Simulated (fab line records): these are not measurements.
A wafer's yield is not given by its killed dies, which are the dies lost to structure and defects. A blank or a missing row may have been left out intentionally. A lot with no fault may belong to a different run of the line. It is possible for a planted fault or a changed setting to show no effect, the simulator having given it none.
fab line records + flow nand_harc
[record]
- lots = 6
- wafers = 18
- last_day = 33
route steps=1302 shown P_M2@329
lots that met no fault: from a run of the same line without faults
start_h: the number of hours between the record's first day and the start of the first shown wafer of the lot + wait_h: hours elapsed since this lot's preceding step + " the same as in the row above + L1.1+2: several wafers, shown together as one row + - no value, or no start was given + * or withheld: withheld + < > ~ a bound
route shown NAME@n: NAME is a module with steps in the file, n the number in the route of the first one + usual: mean and standard deviation over wafers with no fault + same: alike in all rows + chamber/n: place in a boat + sites: readings site by site + _std_site: how widely they spread, as a standard deviation + _edge_site: mean of outer sites minus mean of inner sites + radius_mm: how far each site lies from the wafer's centre + mask NAME#n: copy n + behind: the last tool/chamber to shape the wafer + hold: cause of the lot's hold/its duration in hours/its outcome + device: which transistor (n, p or np) failed to switch + end of line: the tests these same wafers got at the end of their route + a step with no rows: only its recipe + killed: not the wafer's yield, but the dies lost to structure and defects at the first sort + map: a wafer's dies, x killed, . not, _ none there
set.NAME: the setting that was run; set.NAME@STEP: the one run at that earlier step + model.NAME: the simulator's own value behind a step, which no gauge read
certain route steps with their lots: each step a table, each wafer a row
services: from which hour (start_h, from the record's first day; less than 0 if before it) a tool's chamber was out of use, for how many hours, and why
[[steps]]
[step NHARC_P_M2_OVL_MEAS_10]
[recipe]
- pitch_nm = 340
[usual]
- overlay_x_nm = 0.0/0.78
- overlay_y_nm = 0.1/0.8
| lot.wafer | tool       | chamber | start_h | wait_h | overlay_x_nm | overlay_y_nm |
|-----------|------------|---------|---------|--------|--------------|--------------|
| L608.1    | overlay-02 | -       | 146.56  | -      | 0.5          | -0.2         |
| L608.3    | "          | -       | "       | "      | 0.2          | -0.7         |
| L608.5    | "          | -       | "       | "      | 0.5          | 0.1          |
| L616.1    | overlay-02 | -       | 230.20  | -      | -0.5         | -1.1         |
| L616.2    | "          | -       | "       | "      | 0.1          | -0.2         |
| L616.3    | "          | -       | "       | "      | -0.7         | -0.6         |
| L620.2    | overlay-01 | -       | 275.52  | -      | 0.3          | 0.4          |
| L620.3    | "          | -       | "       | "      | 0.2          | -0.2         |
| L620.5    | "          | -       | "       | "      | -0.1         | 0.4          |
| L621.3    | overlay-02 | -       | 276.70  | -      | 0.0          | -0.2         |
| L621.4    | "          | -       | "       | "      | 0.5          | 0.3          |
| L621.6    | "          | -       | "       | "      | -0.2         | -0.1         |
| L627.1    | overlay-01 | -       | 343.94  | -      | 0.3          | -0.4         |
| L627.3    | "          | -       | "       | "      | -0.2         | -0.7         |
| L627.6    | "          | -       | "       | "      | 0.3          | -0.7         |
| L629.2    | overlay-01 | -       | 363.33  | -      | 0.0          | 1.2          |
| L629.4    | "          | -       | "       | "      | 0.0          | -0.1         |
| L629.5    | "          | -       | "       | "      | -0.4         | 0.3          |
[step NHARC_P_M2_INSPECT_11]
[usual]
- raw_defect_count = 4.5/2.8
| lot.wafer | tool              | chamber | start_h | wait_h | raw_defect_count |
|-----------|-------------------|---------|---------|--------|------------------|
| L608.1    | defect_inspect-02 | -       | 146.60  | 0.0    | 3                |
| L608.3    | "                 | -       | "       | "      | 4                |
| L608.5    | "                 | -       | "       | "      | 3                |
| L616.1    | defect_inspect-01 | -       | 230.24  | 0.0    | 7                |
| L616.2    | "                 | -       | "       | "      | 5                |
| L616.3    | "                 | -       | "       | "      | 1                |
| L620.2    | defect_inspect-01 | -       | 275.55  | 0.0    | 2                |
| L620.3    | "                 | -       | "       | "      | 4                |
| L620.5    | "                 | -       | "       | "      | 2                |
| L621.3    | defect_inspect-01 | -       | 276.73  | 0.0    | 10               |
| L621.4    | "                 | -       | "       | "      | 5                |
| L621.6    | "                 | -       | "       | "      | 10               |
| L627.1    | defect_inspect-02 | -       | 343.97  | 0.0    | 9                |
| L627.3    | "                 | -       | "       | "      | 9                |
| L627.6    | "                 | -       | "       | "      | 4                |
| L629.2    | defect_inspect-01 | -       | 363.37  | 0.0    | 2                |
| L629.4    | "                 | -       | "       | "      | 1                |
| L629.5    | "                 | -       | "       | "      | 2                |
[step NHARC_P_M2_DESCUM_14]
[recipe]
- time_s = 3
- o2_flow_sccm = 200
- ar_flow_sccm = 0
- bias_power_w = 0
- chemistry = O2
[step NHARC_P_M2_ETCH_35]
[recipe]
- target_depth_a = 400
- overetch_a = 120
- time_s = 43.94
- ion_energy_ev = 200
- n2_flow_sccm = 150
- h2_flow_sccm = 150
- ar_flow_sccm = 0
- rf_w = 400
- bias_w = 150
- chemistry = N2/H2
[step NHARC_P_M2_ETCH_15]
[recipe]
- target_depth_a = 1825
- time_s = 91.2
- c4f8_flow_sccm = withheld
- ar_flow_sccm = 400
- rf_w = 600
- bias_w = 300
- chemistry = C4F8/Ar
[usual]
- oes_product_au = 0.954/0.022
- rf_vpp_V = 440.8/2.9
| lot.wafer | tool        | chamber | start_h | wait_h | oes_product_au | rf_hours_counter_h | rf_vpp_V |
|-----------|-------------|---------|---------|--------|----------------|--------------------|----------|
| L608.3    | rie_diel-06 | 0       | -       | -      | 0.969          | 0.8                | 440.9    |
| L608.1    | "           | 3       | "       | "      | 0.963          | 0.8                | 437.8    |
| L608.5    | "           | 0       | "       | "      | 0.972          | -                  | 441.1    |
| L616.3    | rie_diel-06 | 1       | -       | -      | 0.980          | 4.0                | 443.0    |
| L616.1    | "           | 2       | "       | "      | 0.931          | 4.9                | 436.5    |
| L616.2    | "           | 3       | "       | "      | 0.932          | 4.4                | 438.7    |
| L620.2    | rie_diel-06 | 3       | -       | -      | 0.938          | 6.0                | 437.6    |
| L620.3    | "           | 0       | "       | "      | 0.928          | 6.6                | 442.6    |
| L620.5    | "           | 3       | "       | "      | 0.932          | -                  | 440.6    |
| L621.3    | rie_diel-06 | 1       | -       | -      | 0.940          | 5.8                | 443.8    |
| L621.4    | "           | 2       | "       | "      | 0.927          | 6.1                | 438.4    |
| L621.6    | "           | 1       | "       | "      | 0.929          | -                  | 443.4    |
| L627.3    | rie_diel-06 | 0       | -       | -      | 0.948          | 2.6                | 442.8    |
| L627.1    | "           | 1       | "       | "      | 0.950          | 2.3                | 443.5    |
| L627.6    | "           | 0       | "       | "      | 0.944          | -                  | 442.7    |
| L629.4    | rie_diel-06 | 1       | -       | -      | 0.968          | 3.3                | 443.0    |
| L629.2    | "           | 0       | "       | "      | 0.992          | 3.6                | 440.7    |
| L629.5    | "           | 2       | "       | "      | 0.964          | -                  | 438.2    |
[step NHARC_P_M2_CD_MEAS_16]
[usual]
- cd_nm = 169.9/0.68
| lot.wafer | tool      | chamber | start_h | wait_h | cd_nm |
|-----------|-----------|---------|---------|--------|-------|
| L608.1    | cd_sem-02 | -       | 147.01  | -      | 169.9 |
| L608.3    | "         | -       | "       | "      | 170.8 |
| L608.5    | "         | -       | "       | "      | 170.2 |
| L616.1    | cd_sem-02 | -       | 230.60  | -      | 170.9 |
| L616.2    | "         | -       | "       | "      | 170.5 |
| L616.3    | "         | -       | "       | "      | 170.9 |
| L620.2    | cd_sem-03 | -       | 275.92  | -      | 171.0 |
| L620.3    | "         | -       | "       | "      | 169.9 |
| L620.5    | "         | -       | "       | "      | 170.9 |
| L621.3    | cd_sem-01 | -       | 277.10  | -      | 169.6 |
| L621.4    | "         | -       | "       | "      | 169.7 |
| L621.6    | "         | -       | "       | "      | 169.9 |
| L627.1    | cd_sem-02 | -       | 344.34  | -      | 169.3 |
| L627.3    | "         | -       | "       | "      | 168.3 |
| L627.6    | "         | -       | "       | "      | 169.7 |
| L629.2    | cd_sem-02 | -       | 363.73  | -      | 169.0 |
| L629.4    | "         | -       | "       | "      | 170.0 |
| L629.5    | "         | -       | "       | "      | 168.8 |
[step NHARC_P_M2_STRIP_18]
[recipe]
- power_w = 1000
- n2_flow_sccm = 150
- h2_flow_sccm = 150
- ar_flow_sccm = 0
- bias_w = 0
- chemistry = N2/H2
[usual]
- drypump_motor_current_A = 5.7/0.52
- oes_product_au = 1.003/0.0076
- rf_vpp_V = 90.8/0.89
- showerhead_plenum_p_Torr = 2.08/0.077
- throttle_valve_pct = 14.171/0.0092
| lot.wafer | tool        | chamber | start_h | wait_h | drypump_motor_current_A | oes_product_au | rf_hours_counter_h | rf_vpp_V | showerhead_plenum_p_Torr | throttle_valve_pct |
|-----------|-------------|---------|---------|--------|-------------------------|----------------|--------------------|----------|--------------------------|--------------------|
| L608.3    | rie_diel-03 | 2       | 147.11  | 0.1    | 5.0                     | 1.010          | 0.3                | 91.2     | 2.05                     | 14.167             |
| L608.1    | "           | 3       | "       | "      | 5.6                     | 1.003          | 0.3                | 90.3     | 2.01                     | 14.177             |
| L608.5    | "           | 2       | "       | "      | 5.0                     | 1.009          | -                  | 90.3     | 2.05                     | 14.171             |
| L616.3    | rie_diel-03 | 1       | 230.68  | 0.1    | 6.1                     | 1.006          | 7.6                | 90.8     | 2.02                     | 14.159             |
| L616.2    | "           | 2       | "       | "      | 5.0                     | 1.008          | 6.2                | 89.5     | 2.05                     | 14.172             |
| L616.1    | "           | 3       | "       | "      | 5.6                     | 1.002          | 5.9                | 89.8     | 2.01                     | 14.160             |
| L620.3    | rie_diel-05 | 1       | 276.04  | 0.1    | 6.0                     | 1.004          | 2.3                | 90.8     | 2.04                     | 14.180             |
| L620.2    | "           | 2       | "       | "      | 5.6                     | 1.007          | 2.2                | 90.9     | 2.21                     | 14.166             |
| L620.5    | "           | 0       | "       | "      | 5.5                     | 0.997          | -                  | 91.8     | 2.15                     | 14.174             |
| L621.3    | rie_diel-05 | 0       | 277.21  | 0.1    | 5.5                     | 0.996          | 2.5                | 91.5     | 2.15                     | 14.161             |
| L621.4    | "           | 3       | "       | "      | 5.5                     | 1.002          | -                  | 91.8     | 2.18                     | 14.168             |
| L621.6    | "           | 1       | "       | "      | 6.0                     | 1.001          | -                  | 88.8     | 2.04                     | 14.166             |
| L627.3    | rie_diel-05 | 2       | 344.41  | 0.1    | 5.7                     | 1.004          | 5.4                | 91.9     | 2.21                     | 14.168             |
| L627.1    | "           | 1       | "       | "      | 6.0                     | 1.010          | 7.1                | 89.7     | 2.03                     | 14.175             |
| L627.6    | "           | 2       | "       | "      | 5.6                     | 0.998          | -                  | 90.4     | 2.21                     | 14.180             |
| L629.4    | rie_diel-03 | 3       | 363.81  | 0.1    | 5.6                     | 0.999          | 4.8                | 91.8     | 2.01                     | 14.164             |
| L629.2    | "           | 0       | "       | "      | 6.5                     | 0.995          | 4.9                | 91.5     | 2.13                     | 14.170             |
| L629.5    | "           | 0       | "       | "      | 6.6                     | 0.999          | -                  | 92.6     | 2.13                     | 14.152             |
[step NHARC_P_M2_ETCH_28]
[recipe]
- target_depth_a = 300
- over_etch_frac = 0.3
- time_s = 72.99
- ion_energy_ev = 150
- cf4_flow_sccm = 50
- n2_flow_sccm = 100
- ar_flow_sccm = 150
- rf_w = 300
- bias_w = 100
- chemistry = CF4/N2
[usual]
- drypump_motor_current_A = 5.7/0.52
- oes_product_au = 1.003/0.0076
- rf_vpp_V = 314.9/1.9
- showerhead_plenum_p_Torr = 2.67/0.09
- throttle_valve_pct = 19.794/0.0084
| lot.wafer | tool        | chamber | start_h | wait_h | drypump_motor_current_A | oes_product_au | rf_hours_counter_h | rf_vpp_V | showerhead_plenum_p_Torr | throttle_valve_pct |
|-----------|-------------|---------|---------|--------|-------------------------|----------------|--------------------|----------|--------------------------|--------------------|
| L608.1    | rie_diel-03 | 0       | -       | -      | 6.6                     | 0.998          | 0.4                | 317.3    | 2.74                     | 19.789             |
| L608.3    | "           | 1       | "       | "      | 6.1                     | 0.996          | 0.4                | 314.5    | 2.60                     | 19.795             |
| L608.5    | "           | 0       | "       | "      | 6.6                     | 1.003          | -                  | 315.4    | 2.74                     | 19.792             |
| L616.3    | rie_diel-03 | 2       | -       | -      | 5.0                     | 0.998          | 6.2                | 315.4    | 2.63                     | 19.798             |
| L616.2    | "           | 0       | "       | "      | 6.5                     | 1.003          | 7.3                | 316.7    | 2.73                     | 19.784             |
| L616.1    | "           | 1       | "       | "      | 6.2                     | 1.003          | 7.7                | 313.1    | 2.60                     | 19.802             |
| L620.3    | rie_diel-05 | 0       | -       | -      | 5.5                     | 1.010          | 2.4                | 316.6    | 2.75                     | 19.806             |
| L620.2    | "           | 3       | "       | "      | 5.5                     | 0.999          | 2.3                | 317.9    | 2.79                     | 19.787             |
| L620.5    | "           | 0       | "       | "      | 5.5                     | 1.000          | -                  | 316.4    | 2.75                     | 19.812             |
| L621.3    | rie_diel-05 | 1       | -       | -      | 6.0                     | 0.994          | 2.4                | 313.7    | 2.62                     | 19.790             |
| L621.4    | "           | 3       | "       | "      | 5.5                     | 0.997          | -                  | 317.2    | 2.79                     | 19.787             |
| L621.6    | "           | 0       | "       | "      | 5.5                     | 1.001          | -                  | 316.7    | 2.75                     | 19.791             |
| L627.1    | rie_diel-05 | 3       | -       | -      | 5.5                     | 0.995          | 8.2                | 316.6    | 2.79                     | 19.787             |
| L627.3    | "           | 1       | "       | "      | 6.0                     | 1.015          | 7.2                | 313.7    | 2.62                     | 19.796             |
| L627.6    | "           | 2       | "       | "      | 5.7                     | 0.996          | -                  | 317.5    | 2.82                     | 19.799             |
| L629.2    | rie_diel-03 | 2       | -       | -      | 5.0                     | 1.000          | 5.0                | 313.6    | 2.63                     | 19.805             |
| L629.4    | "           | 3       | "       | "      | 5.6                     | 0.993          | 4.8                | 313.7    | 2.59                     | 19.785             |
| L629.5    | "           | 1       | "       | "      | 6.2                     | 0.995          | -                  | 313.2    | 2.60                     | 19.795             |
[step NHARC_P_M2_STRIP_19]
[recipe]
- time_s = 600
- temp_c = 30
- chemistry = post_etch_residue_remover
[step NHARC_P_M2_DEGAS_29]
[recipe]
- temp_c = 250
- time_s = 60
[step NHARC_P_M2_PRE_CLEAN_30]
[recipe]
- time_s = 30
- temp_c = 280
- gas = H2/He
[usual]
- heater_power_w = 398/40
| lot.wafer | tool           | chamber | start_h | wait_h | heater_power_w |
|-----------|----------------|---------|---------|--------|----------------|
| L608.1    | pvd_sputter-03 | -       | -       | -      | 436            |
| L608.3    | "              | -       | "       | "      | 393            |
| L608.5    | "              | -       | "       | "      | 378            |
| L616.1    | pvd_sputter-03 | -       | -       | -      | 374            |
| L616.2    | "              | -       | "       | "      | 444            |
| L616.3    | "              | -       | "       | "      | 370            |
| L620.2    | pvd_sputter-03 | -       | -       | -      | 434            |
| L620.3    | "              | -       | "       | "      | 468            |
| L620.5    | "              | -       | "       | "      | 438            |
| L621.3    | pvd_sputter-02 | -       | -       | -      | 366            |
| L621.4    | "              | -       | "       | "      | 401            |
| L621.6    | "              | -       | "       | "      | 377            |
| L627.3    | pvd_sputter-01 | -       | -       | -      | 449            |
| L627.1    | "              | -       | "       | "      | 355            |
| L627.6    | "              | -       | "       | "      | 415            |
| L629.4    | pvd_sputter-03 | -       | -       | -      | 376            |
| L629.2    | "              | -       | "       | "      | 471            |
| L629.5    | "              | -       | "       | "      | 395            |
[step NHARC_P_M2_PVD_20]
[recipe]
- target_thk_a = 50
- bias_v = 168.6
- power_w = 15000
- chamber_pressure_pa = 0.12
- time_s = 8.06
- substrate_temp_c = 50
- material = TaN
[usual]
- bias_v = 168.5/1.7
- cathode_dc_power_W = 15000/3
- throttle_valve_pct = 30.0/1.2
| lot.wafer | tool           | chamber | start_h | wait_h | bias_v | cathode_dc_power_W | throttle_valve_pct |
|-----------|----------------|---------|---------|--------|--------|--------------------|--------------------|
| L608.3    | pvd_sputter-03 | -       | -       | -      | 167.6  | 15001              | 29.5               |
| L608.1    | "              | -       | "       | "      | 166.9  | 14995              | 30.9               |
| L608.5    | "              | -       | "       | "      | 170.3  | 15003              | 30.5               |
| L616.3    | pvd_sputter-03 | -       | -       | -      | 166.0  | 14998              | 27.8               |
| L616.1    | "              | -       | "       | "      | 169.2  | 15001              | 30.1               |
| L616.2    | "              | -       | "       | "      | 170.0  | 14999              | 30.8               |
| L620.3    | pvd_sputter-03 | -       | -       | -      | 166.1  | 14995              | 29.6               |
| L620.2    | "              | -       | "       | "      | 170.6  | 14997              | 30.7               |
| L620.5    | "              | -       | "       | "      | 166.1  | 15001              | 29.7               |
| L621.3    | pvd_sputter-02 | -       | -       | -      | 168.3  | 15002              | 29.0               |
| L621.4    | "              | -       | "       | "      | 167.2  | 15005              | 29.3               |
| L621.6    | "              | -       | "       | "      | 167.1  | 15000              | 32.2               |
| L627.1    | pvd_sputter-01 | -       | -       | -      | 166.8  | 14999              | 31.7               |
| L627.3    | "              | -       | "       | "      | 168.8  | 15003              | 29.6               |
| L627.6    | "              | -       | "       | "      | 168.7  | 14998              | 31.5               |
| L629.4    | pvd_sputter-03 | -       | -       | -      | 167.4  | 15003              | 31.1               |
| L629.2    | "              | -       | "       | "      | 169.0  | 15000              | 30.7               |
| L629.5    | "              | -       | "       | "      | 168.7  | 14996              | 30.6               |
[step NHARC_P_M2_PVD_21]
[recipe]
- target_thk_a = 300
- chamber_pressure_pa = 5
- power_w = 5000
- substrate_temp_c = 30
- time_s = 20.49
- material = Cu
[usual]
- cathode_dc_power_W = 5000.2/1
- chamber_pressure_pa = 5.002/0.01
- throttle_valve_pct = 30.0/1.2
| lot.wafer | tool           | chamber | start_h | wait_h | cathode_dc_power_W | chamber_pressure_pa | throttle_valve_pct |
|-----------|----------------|---------|---------|--------|--------------------|---------------------|--------------------|
| L608.3    | pvd_sputter-03 | -       | 147.95  | -      | 5001.4             | 5.003               | 28.7               |
| L608.1    | "              | -       | "       | "      | 5000.2             | 5.004               | 31.1               |
| L608.5    | "              | -       | "       | "      | 4999.6             | 5.003               | 29.0               |
| L616.3    | pvd_sputter-03 | -       | 231.55  | -      | 5000.9             | 4.986               | 30.9               |
| L616.1    | "              | -       | "       | "      | 5000.8             | 4.989               | 27.6               |
| L616.2    | "              | -       | "       | "      | 5001.2             | 4.988               | 29.9               |
| L620.3    | pvd_sputter-03 | -       | 276.88  | -      | -                  | -                   | -                  |
| L620.2    | "              | -       | "       | "      | -                  | -                   | -                  |
| L620.5    | "              | -       | "       | "      | -                  | -                   | -                  |
| L621.4    | pvd_sputter-02 | -       | 278.14  | -      | -                  | -                   | -                  |
| L621.3    | "              | -       | "       | "      | -                  | -                   | -                  |
| L621.6    | "              | -       | "       | "      | -                  | -                   | -                  |
| L627.1    | pvd_sputter-01 | -       | 345.37  | -      | 5001.6             | 5.004               | 29.9               |
| L627.3    | "              | -       | "       | "      | 4997.9             | 5.010               | 31.4               |
| L627.6    | "              | -       | "       | "      | 4999.2             | 5.003               | 30.8               |
| L629.4    | pvd_sputter-03 | -       | 364.67  | -      | 5000.9             | 5.001               | 28.5               |
| L629.2    | "              | -       | "       | "      | 4999.5             | 4.989               | 31.0               |
| L629.5    | "              | -       | "       | "      | 4998.8             | 5.010               | 28.4               |
[step NHARC_P_M2_ECD_22]
[recipe]
- target_thk_a = 4000
- bath_temp_c = 25
- material = Cu
[[services]]
| tool           | chamber | start_h | hours | kind   |
|----------------|---------|---------|-------|--------|
| rie_diel-03    | 0       | 123.41  | -     | clean  |
| rie_diel-06    | -       | 130.20  | 9.0   | pm     |
| rie_diel-03    | 0       | 135.67  | 5.0   | repair |
| pvd_sputter-03 | -       | 170.00  | 10.0  | pm     |
| pvd_sputter-03 | -       | 193.04  | 1.6   | repair |
| pvd_sputter-01 | -       | 226.00  | 10.0  | pm     |
| rie_diel-05    | -       | 229.60  | 9.0   | pm     |
| pvd_sputter-02 | -       | 239.32  | 1.3   | repair |
| rie_diel-05    | 2       | 248.70  | 1.9   | repair |
| rie_diel-03    | 2       | 255.55  | 3.6   | repair |
| rie_diel-06    | 2       | 264.59  | 4.0   | repair |
| rie_diel-03    | 3       | 266.55  | 14.2  | repair |
| pvd_sputter-01 | -       | 267.30  | 2.8   | repair |
| rie_diel-05    | 2       | 276.29  | 23.8  | repair |
| pvd_sputter-02 | -       | 282.09  | 10.0  | pm     |
| pvd_sputter-03 | -       | 286.01  | 6.8   | repair |
| rie_diel-03    | -       | 291.41  | 9.0   | pm     |
| rie_diel-06    | -       | 307.20  | 9.0   | pm     |
| rie_diel-05    | 2       | 311.35  | 4.4   | repair |
| rie_diel-03    | 1       | 322.78  | 5.0   | repair |
| rie_diel-05    | 0       | 333.72  | 21.2  | repair |
| pvd_sputter-03 | -       | 333.78  | 6.7   | repair |
| rie_diel-06    | -       | 335.88  | 1.2   | repair |
| pvd_sputter-03 | -       | 348.00  | 10.0  | pm     |
[[key]]
[first_sign]
- step = NHARC_P_M2_PVD_21
- reading = tool_record
- direction = missing
effect none on later readings
met_at NHARC_P_M2_PVD_21
struck_wafers L620.2,L620.3,L620.5,L621.3,L621.4,L621.6
later_rows_left_out L620.2,L620.3,L620.5,L621.3,L621.4,L621.6
sort_left_out L620.2,L620.3,L620.5,L621.3,L621.4,L621.6
onset_between 231.55 276.88
[fault]
- kind = skipped_step_whole
- tool = pvd_sputter-02,pvd_sputter-03
- chamber = -
- onset_h = 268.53
- steps = NHARC_P_M2_PVD_21
- scope = struck_lots_only
// sort_left_out: the simulated sort isn't trusted on such a fault, so these wafers' sort isn't shown, and their yield isn't known
// later_rows_left_out: the simulator's readings of these wafers behind a module that went badly wrong aren't trusted and aren't shown, but for the sort
